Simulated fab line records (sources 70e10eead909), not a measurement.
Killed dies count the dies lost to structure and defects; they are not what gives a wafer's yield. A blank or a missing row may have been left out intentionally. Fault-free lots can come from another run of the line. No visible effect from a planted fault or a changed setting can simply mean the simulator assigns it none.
Chamber matching || flow nand harc || NHARC_A_CHANNEL_HOLE_D2_DESCUM_15 on rie diel-07: 4 sister chambers
The step chemistry O2, time 3 s. 8 wafers are shown with their chamber, then 7 later ones without.

== EACH WAFER AND ITS CHAMBER ==
{"wafer": "L079.1", "chamber": 1, "rf vpp V (V)": 57.1, "chamber pressure mTorr (mTorr)": 60.04}
{"wafer": "L079.3", "chamber": 2, "rf vpp V (V)": 54.8, "chamber pressure mTorr (mTorr)": 60.09}
{"wafer": "L079.4", "chamber": 3, "rf vpp V (V)": 59.6, "chamber pressure mTorr (mTorr)": 60.05}
{"wafer": "L080.1", "chamber": 3, "rf vpp V (V)": 59.7, "chamber pressure mTorr (mTorr)": 60.02}
{"wafer": "L080.2", "chamber": 0, "rf vpp V (V)": 57.9, "chamber pressure mTorr (mTorr)": 60.03}
{"wafer": "L080.4", "chamber": 1, "rf vpp V (V)": 58.3, "chamber pressure mTorr (mTorr)": 60.03}
{"wafer": "L085.2", "chamber": 0, "rf vpp V (V)": 57.6, "chamber pressure mTorr (mTorr)": 59.96}
{"wafer": "L085.5", "chamber": 2, "rf vpp V (V)": 57.3, "chamber pressure mTorr (mTorr)": 60.04}

== WAFERS WITH NO CHAMBER GIVEN ==
{"wafer": "L085.6", "rf vpp V (V)": 57.0, "chamber pressure mTorr (mTorr)": 59.99}
{"wafer": "L090.1", "rf vpp V (V)": 59.0, "chamber pressure mTorr (mTorr)": 60.06}
{"wafer": "L090.3", "rf vpp V (V)": 57.8, "chamber pressure mTorr (mTorr)": 60.02}
{"wafer": "L090.5", "rf vpp V (V)": 57.9, "chamber pressure mTorr (mTorr)": 59.93}
{"wafer": "L095.1", "rf vpp V (V)": 57.8, "chamber pressure mTorr (mTorr)": 60.01}
{"wafer": "L095.2", "rf vpp V (V)": 58.3, "chamber pressure mTorr (mTorr)": 59.98}
{"wafer": "L095.4", "rf vpp V (V)": 58.9, "chamber pressure mTorr (mTorr)": 60.11}

== WHICH CHAMBER EACH ONE RAN IN ==
{"wafer": "L085.6", "from the rows above": "can't be placed: 0 or 1 or 2", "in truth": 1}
{"wafer": "L090.1", "from the rows above": "can't be placed: 3 or 1 or 0 or 2", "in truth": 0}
{"wafer": "L090.3", "from the rows above": "can't be placed: 1 or 0 or 3 or 2", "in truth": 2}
{"wafer": "L090.5", "from the rows above": "can't be placed: 0 or 1 or 3", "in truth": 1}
{"wafer": "L095.1", "from the rows above": "can't be placed: 0 or 1 or 3 or 2", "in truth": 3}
{"wafer": "L095.2", "from the rows above": "can't be placed: 0 or 1 or 3", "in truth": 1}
{"wafer": "L095.4", "from the rows above": "can't be placed: 3 or 1 or 2 or 0", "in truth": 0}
Placed correctly: 0 of 7. Not placeable from these rows: 7 (in 7, the candidates include the true chamber). Placed wrongly: 0.
How it was worked out, from the rows above alone: a wafer's distance from a chamber is the root of the sum, over the readings, of the square of ((its reading less the chamber's mean) divided by the reading's scatter). The wafer belongs to the nearest chamber; if the next one is less than 2 further off, it can't be placed. Each chamber's mean is taken over the wafers shown for it. The scatter: the root of (the sum of the squares of (reading less its chamber's mean) over the shown wafers, divided by (wafers less chambers)).
